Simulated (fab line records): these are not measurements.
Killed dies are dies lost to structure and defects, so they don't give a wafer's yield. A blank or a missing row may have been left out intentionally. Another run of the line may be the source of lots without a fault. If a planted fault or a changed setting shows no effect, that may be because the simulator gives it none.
Chamber matching + flow n5_finfet + N5_BEOL_M14_ETCH_67 on rie_diel-02: 4 sister chambers
The step etches SiARC in CF4, target depth 143 nm, time 238.3 s. 8 wafers are shown with their chamber, then 11 later ones without.

== WAFERS PAIRED WITH THEIR CHAMBERS ==
| wafer  | chamber | showerhead_plenum_p_Torr (Torr) | throttle_valve_pct (%) |
|--------|---------|---------------------------------|------------------------|
| L082.5 | 0       | 2.02                            | 15.79                  |
| L085.2 | 1       | 2.28                            | 15.36                  |
| L087.2 | 0       | 2.02                            | 15.80                  |
| L087.3 | 2       | 2.25                            | 15.53                  |
| L087.4 | 1       | 2.28                            | 15.37                  |
| L087.5 | 3       | 2.28                            | 15.06                  |
| L087.6 | 2       | 2.26                            | 15.54                  |
| L089.1 | 3       | 2.28                            | 15.07                  |

== WAFERS WITHOUT THEIR CHAMBER ==
| wafer  | showerhead_plenum_p_Torr (Torr) | throttle_valve_pct (%) |
|--------|---------------------------------|------------------------|
| L089.2 | 2.28                            | 15.38                  |
| L089.5 | 2.02                            | 15.82                  |
| L095.2 | 2.27                            | 15.33                  |
| L095.3 | 2.25                            | 15.56                  |
| L095.4 | 2.27                            | 15.39                  |
| L094.2 | 2.27                            | 15.43                  |
| L094.4 | 2.25                            | 15.56                  |
| L094.5 | 2.27                            | 15.42                  |
| L093.1 | 2.27                            | 15.42                  |
| L093.4 | 2.27                            | 15.10                  |
| L093.5 | 2.27                            | 15.36                  |

== WHICH CHAMBER EACH WENT THROUGH ==
| wafer  | from the rows above | in truth                   |
|--------|---------------------|----------------------------|
| L089.2 | 1                   | 1                          |
| L089.5 | 0                   | 0                          |
| L095.2 | 1                   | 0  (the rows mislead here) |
| L095.3 | 2                   | 2                          |
| L095.4 | 1                   | 1                          |
| L094.2 | 1                   | 1                          |
| L094.4 | 2                   | 2                          |
| L094.5 | 1                   | 1                          |
| L093.1 | 1                   | 1                          |
| L093.4 | 3                   | 3                          |
| L093.5 | 1                   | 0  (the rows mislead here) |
Correctly placed: 9 of 11. Not placeable from these rows: 0. 2 placed wrongly.
How it was worked out, from the rows above alone: a wafer's distance from a chamber is the root of the sum, over the readings, of the square of ((its reading less the chamber's mean) divided by the reading's scatter). The wafer belongs to the nearest chamber; if the next one is less than 2 further off, it can't be placed. A chamber's mean is the mean of its shown wafers. The scatter: take each reading less its chamber's mean, square it, sum over the shown wafers, divide by the number of wafers less the number of chambers, and take the root.
